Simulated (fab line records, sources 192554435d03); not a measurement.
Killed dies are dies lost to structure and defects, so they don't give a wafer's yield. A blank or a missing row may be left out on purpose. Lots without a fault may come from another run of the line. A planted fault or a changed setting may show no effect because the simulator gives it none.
Which tool did it? | flow n5_finfet | 12 lots, 36 wafers sampled, at 1 step of a route of 1938

WHAT THE GAUGES READ, wafer by wafer
N5_BEOL_M2_OVL_MEAS_29.
lot  | measured     | on         | V1_OVL (nm)
L075 | day 6 23:50  | overlay-02 | -1.0 -1.8 -0.5
L077 | day 7 22:29  | overlay-02 | -0.9 -1.5 -0.2
L079 | day 8 13:27  | overlay-01 | 0.0 0.1 -0.7
L081 | day 8 18:36  | overlay-02 | -1.2 -1.1 -0.8
L083 | day 9 07:25  | overlay-02 | -0.4 -0.5 -1.6
L085 | day 9 10:00  | overlay-02 | -0.2 -1.2 -0.7
L087 | day 9 22:22  | overlay-02 | 0.7 -0.1 0.5
L090 | day 10 12:02 | overlay-01 | -0.3 0.0 -0.7
L091 | day 11 01:43 | overlay-02 | 0.2 -1.4 -0.3
L094 | day 11 11:08 | overlay-01 | -0.3 -0.6 -0.7
L095 | day 11 22:07 | overlay-02 | 0.4 0.6 0.2
L097 | day 13 14:23 | overlay-02 | 0.5 -1.7 0.0

WHICH TOOL RAN EACH LOT (tool, then ch and the chambers of the sampled wafers, then the start)
The record holds no process step before these readings.

THE ANSWER, worked out from the rows above alone
Rule: what is usual is taken from the lots themselves. Put in order of their means at a reading, lots are off if they are a third of the lots or fewer, leave a main group of 4 or more, and stand apart from it by a gap of 3 or more times the standard deviation of the main group's means; of several such gaps the widest counts. A main group whose means are all the same, to the digits that the tables above print for the reading, isn't used. A lot without any number at a reading at which 4 lots or more have one is off too. The other lots that the step has rows for count as sound.
No lot is off at any reading shown: from this, nothing can be told.

WHAT THE SIMULATOR HAD PUT IN
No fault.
